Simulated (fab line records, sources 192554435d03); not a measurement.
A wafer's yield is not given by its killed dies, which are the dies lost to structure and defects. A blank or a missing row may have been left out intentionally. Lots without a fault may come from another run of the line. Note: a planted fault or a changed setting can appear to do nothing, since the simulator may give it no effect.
Comparing a struck lot with a sound one || flow n5 finfet || 38 steps out of a route of 1938
Sound: the wafers L170.1, L170.4, L170.5. Struck: wafer L163.5 (left out: L163.4, a lot-mate that was not struck); the cause follows at the end.
Each step with rows lists, per side, the tool, then ch with its chambers, then its first start. Under that, the readings that differ: sound wafers || struck wafers || difference of the means || sigmas: that difference in standard deviations of wafers without a fault.
alike: same words and numbers on both sides, and readings whose means sit less than 2 such deviations apart. not compared: any withheld reading, any reading some wafer has no value for, any bound like >300 that may hide the same value, and any number with overlapping values for which the record gives no deviation.
Wherever a step has rows on one side only, a row that says differs or no value, or a row with sigmas, the two part there. Numbers that don't overlap but have no deviation are shown without sigmas and don't part them. A reading missing from all wafers of one side parts the sides only when that side holds two or more wafers.

first, 10 steps without rows for these wafers: N5_PMOS_HMC_CHANNEL_EPI_PRECLEAN_37 (cleans in O3/DIW, time 45 s); N5_PMOS_HMC_CHANNEL_EPI_PRECLEAN_24 (cleans in DHF, time 30 s); N5_PMOS_HMC_CHANNEL_EPI_SRD_25 (time 30 s); N5_PMOS_HMC_CHANNEL_EPI_EPI_26 (deposits Si from SiH4/H2, target thk 3.8 nm, time 22.7 s); N5_FIN_SAQP_PRECLEAN_42 (cleans in O3/DIW, time 60 s); N5_FIN_SAQP_PRECLEAN_00 (cleans in SC1, time 60 s); N5_FIN_SAQP_PRECLEAN_44 (cleans in SC2, time 45 s); N5_FIN_SAQP_SRD_01 (time 30 s); N5_FIN_SAQP_ALD_61 (deposits SiO2, target thk 4 nm, pulse time 1 s, purge time 2 s); N5_FIN_SAQP_DENSIFY_62 (time 60 s).
N5_FIN_SAQP_HM_DEP_03: deposits SiNx from SiH4/NH3/N2, target thk 38 nm, time 33.6 s.
  sound on pecvd-04 ch 0,1, day 7 02:50; struck on pecvd-01 ch 1, day 5 08:48
{"reading": "showerhead plenum p Torr (Torr)", "sound": "5.132 5.118 5.114", "struck": 5.187, "difference": "+0.066", "sigmas": "+2"}
{"reading": "model.SiNx_of_FIN_SAQP_HM_DEP_03.thk nm (nm)", "sound": "37.58 38.17 38.12", "struck": 37.3, "difference": -0.7, "sigmas": ""}
  alike: heater power w, showerhead vpp V, throttle valve pct
then, 24 steps without rows for these wafers: N5_FIN_SAQP_PECVD_47 (deposits a-Si from SiH4/He, target thk 45 nm, time 36.3 s); N5_FIN_SAQP_PECVD_48 (deposits SiNx from SiH4/NH3/N2, target thk 25 nm, time 22.1 s); N5_FIN_SAQP_PECVD_06 (deposits a-Si from SiH4/He, target thk 60 nm, time 48.1 s); N5_FIN_SAQP_HM_DEP_72 (deposits SiO2 from SiH4/N2O, target thk 12 nm, time 7.2 s); N5_FIN_SAQP_COAT_49 (time 60 s, resist thk 100 nm); N5_FIN_SAQP_COAT_50 (time 60 s, resist thk 35 nm); N5_FIN_SAQP_COAT_10 (resist thk 90 nm); N5_FIN_SAQP_EBR_12; N5_FIN_SAQP_SOFTBAKE_11 (time 60 s); N5_FIN_SAQP_EXPOSE_13 (exposes mask FIN CORE, target cd 35.6 nm); N5_FIN_SAQP_PEB_14 (peb time 60 s); N5_FIN_SAQP_DEVELOP_15 (develop time 30 s); N5_FIN_SAQP_DESCUM_21 (chemistry O2, time 7.9 s); N5_FIN_SAQP_ETCH_51 (etches SiARC in CF4, target depth 45.5 nm, time 75.8 s); N5_FIN_SAQP_ETCH_52 (etches SOC in N2/H2, target depth 100 nm, overetch 20 nm, time 150 s); N5_FIN_SAQP_STRIP_53 (strips in N2/H2); N5_FIN_SAQP_HM_OPEN_73 (chemistry CHF3/O2, target SiO2, stops on a-Si, target depth 12 nm, time 16.8 s); N5_FIN_SAQP_STRIP_74 (strips in CHF3/O2); N5_FIN_SAQP_MANDREL_ETCH_22 (etches a-Si in HBr/Cl2, stops on SiNx, target depth 60 nm, bt time 10 s, time 30 s); N5_FIN_SAQP_STRIP_55 (strips in N2/H2); N5_FIN_SAQP_STRIP_23 (strips in SPM, time 750 s); N5_FIN_SAQP_SRD_66 (time 30 s); N5_FIN_SAQP_RECESS_75 (chemistry HF/NH3, target SiO2, target depth 14.4 nm, afs cycles 3, sublimation time 60 s); N5_FIN_SAQP_SPACER1_ALD_24 (deposits SiO2, target thk 20.3 nm, pulse time 1 s, purge time 2 s).
N5_FIN_SAQP_HM_OPEN_33: chemistry CH3F/O2, target SiNx, target depth 49.4 nm, time 70.6 s.
  sound on rie diel-03 ch 0,1, day 7 07:50; struck on rie diel-05 ch 2, day 5 13:55
{"reading": "drypump motor current A (A)", "sound": "5.28 6.04 6.02", "struck": 4.90, "difference": -0.88, "sigmas": -3}
{"reading": "rf vpp V (V)", "sound": "298 304 305", "struck": 294, "difference": -8, "sigmas": -3}
{"reading": "throttle valve pct (%)", "sound": "16.10 16.32 16.31", "struck": 15.78, "difference": -0.46, "sigmas": -2}
{"reading": "model.etch.depth nm (nm)", "sound": "36.94 37.51 37.48", "struck": 36.68, "difference": -0.63, "sigmas": ""}
  alike: etch rf on time s, oes product au, showerhead plenum p Torr
  not compared: rf hours counter h
N5_STI_FIN_REVEAL_RECESS_09: chemistry HF/NH3, target SiO2, afs cycles 11, target depth 42.5 nm, sublimation time 60 s.
  sound on vapor etch-02 ch 0,1, day 7 15:49; struck on vapor etch-01 ch 1, day 5 23:01
{"reading": "model.SiNx_of_FIN_SAQP_HM_DEP_03.thk nm (nm)", "sound": "18.2 18.2 18.2", "struck": 17.6, "difference": -0.6, "sigmas": ""}
  alike: drypump motor current A
-- here the record skips 12 days between the struck wafers' starts before and after, leaving off in module STI_FIN_REVEAL and picking up in module PASSIVATION (first step shown: number 1936 of the route) --
N5_PASSIVATION_PROBE_49:
  record: rows for the struck wafers here (prober-01, day 18 02:47), none for the sound ones

== WHERE THEY PART ==
Earliest at N5_FIN_SAQP_HM_DEP_03; latest, in this record, at N5_PASSIVATION_PROBE_49.

WHY: the cause the simulator had injected
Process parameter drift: pecvd-01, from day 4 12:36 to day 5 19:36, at N5_FIN_SAQP_HM_DEP_03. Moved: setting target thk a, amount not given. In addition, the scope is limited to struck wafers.
